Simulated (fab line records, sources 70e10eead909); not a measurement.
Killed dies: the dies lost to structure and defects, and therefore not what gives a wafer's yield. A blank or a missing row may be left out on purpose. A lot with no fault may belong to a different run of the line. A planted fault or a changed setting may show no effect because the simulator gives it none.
Matching of chambers | flow nand-harc | NHARC_P_CONTACT_CMP_24 on cmp-01: 4 sister chambers
The step polishes, t overpolish 30 s, target thk 200 nm. 8 wafers are shown with their chamber, then 8 later ones without.

WAFERS PAIRED WITH THEIR CHAMBERS
wafer  | chamber | motor-current-A (A) | overpolish-run-s (s)
L077.3 | 2       | 10.3                | 29.999
L078.5 | 2       | 11.1                | 29.995
L078.6 | 1       | 10.1                | 29.999
L083.6 | 3       | 10.0                | 29.997
L089.1 | 1       | 10.1                | 29.993
L089.2 | 0       | 11.5                | 30.004
L089.6 | 0       | 11.7                | 30.015
L091.1 | 3       | 10.3                | 29.984

WAFERS WHOSE CHAMBER IS MISSING
wafer  | motor-current-A (A) | overpolish-run-s (s)
L091.3 | 11.9                | 29.996
L091.4 | 9.9                 | 30.008
L096.1 | 11.3                | 29.994
L096.3 | 9.8                 | 29.995
L096.6 | 10.2                | 30.013
L097.1 | 10.5                | 29.987
L097.4 | 11.1                | 29.984
L097.5 | 11.9                | 30.013

EACH ONE'S CHAMBER
wafer  | from the rows above               | in truth
L091.3 | can't be placed: 0 or 2           | 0
L091.4 | can't be placed: 1 or 3 or 2      | 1
L096.1 | can't be placed: 2 or 0 or 3 or 1 | 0
L096.3 | can't be placed: 1 or 3 or 2      | 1
L096.6 | can't be placed: 1 or 2 or 3 or 0 | 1
L097.1 | can't be placed: 3 or 2 or 1      | 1
L097.4 | can't be placed: 2 or 3 or 1 or 0 | 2
L097.5 | 0                                 | 0
Correctly placed: 1 of 8. Can't be placed from these rows: 7 (the true chamber is among the candidates in 7). Number placed wrongly: 0.
How it was worked out, from the rows above alone: a wafer's distance from a chamber is the root of the sum, over the readings, of the square of ((its reading less the chamber's mean) divided by the reading's scatter). If the next closest chamber is less than 2 further off than the closest, the wafer can't be placed; otherwise it belongs to the closest. Each chamber's mean is taken over the wafers shown for it. The scatter: take each reading less its chamber's mean, square it, sum over the shown wafers, divide by the number of wafers less the number of chambers, and take the root.
